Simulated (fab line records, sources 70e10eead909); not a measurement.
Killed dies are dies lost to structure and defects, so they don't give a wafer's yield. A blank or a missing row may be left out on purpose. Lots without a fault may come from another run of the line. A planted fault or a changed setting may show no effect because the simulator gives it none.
fab line records | flow nand_harc
record lots=15 wafers=45 last_day=33
route steps=1302 shown A_M0@1166 A_M1@1184
lots that met no fault: from a run of the same line without faults
start_h: hours from the record's first day to the start of the lot's first wafer shown | wait_h: hours since the lot's step before | " the same as in the row above | L1.1+2: a row that stands for several wafers | - no value, or no start given | * or withheld: withheld | < > ~ a bound
route shown NAME@n: a module of which the file shows steps, and the number in the route of the first | usual: mean/standard deviation of fault-free wafers | same: alike in all rows | chamber/n: place in a boat | sites: the reading at each site | _std_site: their standard deviation | _edge_site: outer sites' mean less inner sites' | radius_mm: how far each site lies from the wafer's centre | mask NAME#n: copy n | behind: the tool/chamber that last shaped the wafer | hold: why the lot was held/for how many hours/how that ended | device: the transistor (n, p or np) that didn't switch | end of line: the same wafers' tests at the end of the route | a step without rows: its recipe alone | killed: dies lost to structure and defects at the first sort, not the wafer's yield | map: a wafer's dies, x killed, . not, _ none there
set.NAME: the setting as run; set.NAME@STEP: as run at that earlier step | model.NAME: the simulator's own value behind a step, which no gauge read
steps of the route over a sample of lots; a table a step, a row a wafer
services: from which hour (start_h, from the record's first day; less than 0 if before it) a tool's chamber was out of use, for how many hours, and why
## steps
# step NHARC_A_M0_INSPECT_27
# usual raw_defect_count=553/140
# columns lot.wafer tool chamber start_h wait_h raw_defect_count
L637.2 defect_inspect-02 - 538.68 0.0 474
L637.5 " - " " 535
L637.6 " - " " 559
L635.1 defect_inspect-02 - 540.53 0.0 432
L635.2 " - " " 603
L635.3 " - " " 717
L636.1 defect_inspect-02 - 543.80 0.0 775
L636.4 " - " " 762
L636.5 " - " " 790
L638.1 defect_inspect-02 - 555.89 0.0 899
L638.3 " - " " 416
L638.5 " - " " 629
L639.2 defect_inspect-02 - 571.88 0.0 719
L639.4 " - " " 630
L639.5 " - " " 912
L640.2 defect_inspect-02 - 579.65 0.0 454
L640.4 " - " " 447
L640.5 " - " " 508
L641.2 defect_inspect-02 - 594.52 0.0 456
L641.3 " - " " 498
L641.6 " - " " 435
L644.3 defect_inspect-01 - 624.23 0.0 516
L644.4 " - " " 490
L644.5 " - " " 418
L642.2 defect_inspect-02 - 631.99 0.0 511
L642.3 " - " " 540
L642.4 " - " " 454
L648.1 defect_inspect-01 - 658.25 0.0 497
L648.2 " - " " 528
L648.4 " - " " 434
L647.1 defect_inspect-01 - 664.48 0.0 516
L647.4 " - " " 493
L647.6 " - " " 346
L650.1 defect_inspect-02 - 680.76 0.0 800
L650.4 " - " " 913
L650.5 " - " " 999
L654.1 defect_inspect-02 - 727.21 0.0 495
L654.4 " - " " 480
L654.5 " - " " 571
L655.1 defect_inspect-01 - 736.35 0.0 490
L655.2 " - " " 594
L655.4 " - " " 439
L656.2 defect_inspect-01 - 750.01 0.0 550
L656.4 " - " " 577
L656.6 " - " " 544
# step NHARC_A_M0_DEP_32
# recipe target_thk_a=300 temp_c=370 target_thk_nm=30 pressure_torr=3 flow_sccm=200 rf_w=450 material=SiCN
# usual heater_power_w=598/70
# columns lot.wafer tool chamber start_h wait_h heater_power_w
L637.2 pecvd-04 0 538.87 0.1 605
L637.5 " 2 " " 627
L637.6 " 1 " " 640
L635.3 pecvd-03 0 540.76 0.1 605
L635.1 " 1 " " 632
L635.2 " 2 " " 620
L636.1 pecvd-04 1 543.99 0.1 644
L636.5 " 0 " " 523
L636.4 " 2 " " 714
L638.3 pecvd-02 1 556.08 0.1 510
L638.1 " 2 " " 620
L638.5 " 2 " " 613
L639.2 pecvd-04 0 572.11 0.1 494
L639.5 " 2 " " 625
L639.4 " 0 " " 508
L640.2 pecvd-03 1 579.80 0.1 698
L640.4 " 1 " " 689
L640.5 " 0 " " 649
L641.3 pecvd-04 2 594.71 0.1 614
L641.2 " 0 " " 555
L641.6 " 2 " " 605
L644.3 pecvd-02 0 624.42 0.1 568
L644.4 " 2 " " 554
L644.5 " 0 " " 583
L642.2 pecvd-03 1 632.80 0.1 665
L642.3 " 2 " " 600
L642.4 " 1 " " 665
L648.1 pecvd-04 0 658.44 0.1 530
L648.2 " 1 " " 618
L648.4 " 2 " " 567
L647.1 pecvd-03 2 664.71 0.1 639
L647.6 " 0 " " 651
L647.4 " 1 " " 584
L650.1 pecvd-04 2 680.99 0.1 674
L650.4 " 0 " " 496
L650.5 " 1 " " 570
L654.1 pecvd-04 2 727.36 0.1 640
L654.4 " 2 " " 638
L654.5 " 1 " " 533
L655.1 pecvd-04 1 736.66 0.1 627
L655.2 " 2 " " 688
L655.4 " 1 " " 593
L656.2 pecvd-02 0 750.24 0.1 595
L656.6 " 2 " " 659
L656.4 " 0 " " 602
# step NHARC_A_M1_ETCH_15
# recipe target_depth_a=1825 time_s=91.2 c4f8_flow_sccm=withheld ar_flow_sccm=400 rf_w=600 bias_w=300 chemistry=C4F8/Ar
# usual oes_product_au=0.948/0.023 rf_vpp_V=439.3/2 run_length_s=112.4/0.39
# columns lot.wafer tool chamber start_h wait_h oes_product_au rf_hours_counter_h rf_vpp_V run_length_s
L637.2 rie_diel-03 0 540.82 - 0.927 2.3 439.1 111.9
L637.6 " 1 " " 0.918 - 440.7 112.3
L637.5 " 2 " " 0.931 - 437.3 112.9
L635.1 rie_diel-03 2 542.26 - 0.931 2.5 439.1 112.5
L635.3 " 0 " " 0.925 2.4 437.3 111.9
L635.2 " 1 " " 0.937 2.6 440.5 112.7
L636.1 rie_diel-03 1 545.60 - 0.954 2.6 440.2 112.4
L636.5 " 1 " " 0.954 - 440.9 112.7
L636.4 " 2 " " 0.961 - 438.4 112.5
L638.3 rie_diel-03 1 557.66 - 0.919 3.3 439.9 112.5
L638.1 " 2 " " 0.933 3.3 438.7 112.4
L638.5 " 3 " " 0.928 - 443.3 112.8
L639.2 rie_diel-10 3 573.64 - 0.928 5.9 437.4 112.8
L639.4 " 1 " " 0.951 6.8 438.0 112.7
L639.5 " 2 " " 0.937 - 441.3 111.8
L640.2 rie_diel-10 2 581.45 - 0.929 6.5 440.6 112.1
L640.4 " 2 " " 0.922 - 440.5 111.7
L640.5 " 3 " " 0.915 - 439.0 112.9
L641.3 rie_diel-03 3 596.12 - 0.959 3.4 442.2 113.1
L641.2 " 1 " " 0.957 4.6 440.0 112.6
L641.6 " 3 " " 0.964 - 442.1 112.6
L644.4 rie_diel-03 0 625.90 - 0.923 4.9 439.1 111.8
L644.3 " 1 " " 0.921 5.1 439.6 113.0
L644.5 " 2 " " 0.933 - 437.6 113.0
L642.2 rie_diel-04 2 634.26 - 0.963 3.6 439.3 112.4
L642.3 " 0 " " 0.921 5.6 440.0 112.8
L642.4 " 2 " " 0.958 - 439.9 112.5
L648.1 rie_diel-03 0 660.01 - 0.974 0.7 438.3 112.2
L648.2 " 2 " " 0.986 0.6 437.2 112.4
L648.4 " 3 " " 0.972 0.7 443.7 102.3
L647.1 rie_diel-03 3 666.21 - 0.949 1.0 442.8 113.0
L647.4 " 2 " " 0.957 0.9 437.9 102.2
L647.6 " 3 " " 0.960 - 442.9 112.6
L650.1 rie_diel-03 1 682.51 - 0.973 1.8 440.0 112.9
L650.4 " 0 " " 0.962 1.8 438.0 101.6
L650.5 " 1 " " 0.970 - 439.4 102.7
L654.1 rie_diel-04 1 728.97 - 0.963 0.8 435.2 113.3
L654.5 " 1 " " 0.957 - 434.8 113.1
L654.4 " 3 " " 0.973 - 436.7 112.6
L655.1 rie_diel-10 2 738.36 - 0.907 7.7 440.7 111.8
L655.4 " 3 " " 0.924 8.3 436.1 112.6
L655.2 " 0 " " 0.926 8.5 440.6 112.2
L656.2 rie_diel-03 2 751.77 - 0.968 4.3 438.2 112.7
L656.4 " 3 " " 0.960 4.4 443.1 112.5
L656.6 " 2 " " 0.965 - 438.2 112.7
# step NHARC_A_M1_PRE_CLEAN_30
# recipe time_s=30 temp_c=280 gas=H2/He
# usual heater_power_w=397/40
# columns lot.wafer tool chamber start_h wait_h heater_power_w
L637.2 pvd_sputter-01 - - - 383
L637.5 " - " " 356
L637.6 " - " " 393
L635.1 pvd_sputter-01 - - - 391
L635.2 " - " " 413
L635.3 " - " " 345
L636.4 pvd_sputter-02 - - - 388
L636.1 " - " " 352
L636.5 " - " " 467
L638.3 pvd_sputter-03 - - - 404
L638.1 " - " " 330
L638.5 " - " " 359
L639.4 pvd_sputter-02 - - - 480
L639.2 " - " " 384
L639.5 " - " " 359
L640.4 pvd_sputter-02 - - - 470
L640.2 " - " " 395
L640.5 " - " " 358
L641.2 pvd_sputter-02 - - - 408
L641.3 " - " " 358
L641.6 " - " " 401
L644.3 pvd_sputter-02 - - - 384
L644.4 " - " " 402
L644.5 " - " " 464
L642.4 pvd_sputter-03 - - - 367
L642.2 " - " " 436
L642.3 " - " " 411
L648.2 pvd_sputter-01 - - - 341
L648.4 " - " " 396
L648.1 " - " " 442
L647.4 pvd_sputter-01 - - - 343
L647.1 " - " " 392
L647.6 " - " " 443
L650.1 pvd_sputter-01 - - - 447
L650.4 " - " " 422
L650.5 " - " " 448
L654.1 pvd_sputter-02 - - - 461
L654.4 " - " " 376
L654.5 " - " " 464
L655.2 pvd_sputter-03 - - - 333
L655.1 " - " " 409
L655.4 " - " " 408
L656.2 pvd_sputter-01 - - - 347
L656.4 " - " " 420
L656.6 " - " " 352
## services
# columns tool chamber start_h hours kind
pvd_sputter-03 - 526.63 10.0 pm
rie_diel-03 3 526.97 5.9 repair
pvd_sputter-01 - 535.53 3.9 repair
rie_diel-03 3 539.68 9.2 repair
pecvd-04 1 546.31 3.5 repair
pecvd-03 - 547.16 13.0 pm
pvd_sputter-01 - 561.97 14.3 repair
rie_diel-10 0 573.96 8.0 repair
pvd_sputter-01 - 582.02 10.0 pm
pecvd-02 - 589.33 13.0 pm
rie_diel-10 - 596.53 9.0 pm
rie_diel-03 3 606.17 9.5 repair
rie_diel-03 - 611.69 0.6 repair
pecvd-03 - 627.12 0.3 repair
pecvd-04 - 631.06 13.0 pm
rie_diel-03 - 635.30 9.0 pm
pvd_sputter-02 - 638.00 10.0 pm
pecvd-04 - 674.79 0.3 repair
rie_diel-03 1 692.00 4.3 repair
pecvd-03 - 693.33 1.7 repair
pecvd-03 1 716.52 2.1 repair
pecvd-03 - 728.54 13.0 pm
rie_diel-03 0 731.93 2.5 repair
pvd_sputter-02 - 735.21 0.7 repair
## key
first_sign step=NHARC_A_M1_ETCH_15 reading=run_length_s direction=down sigmas=26 usual=* struck=*
effect none on later readings
met_at NHARC_A_M1_ETCH_15
struck_lots L647,L648,L650
struck_wafers L647.4,L648.4,L650.4,L650.5
sort_left_out L647.4,L648.4,L650.4,L650.5
not_acting_at NHARC_A_M0_INSPECT_27,NHARC_A_M0_DEP_32,NHARC_A_M1_PRE_CLEAN_30
onset_between 625.90 660.01
fault kind=process_parameter_drift tool=rie_diel-03 chamber=- onset_h=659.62 steps=NHARC_A_M1_ETCH_15 channel=time_s offset=* shape=step end_h=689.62 scope=struck_wafers_only acts_in=* stated=*
# sort_left_out: the simulated sort isn't trusted on such a fault, so these wafers' sort isn't shown, and their yield isn't known
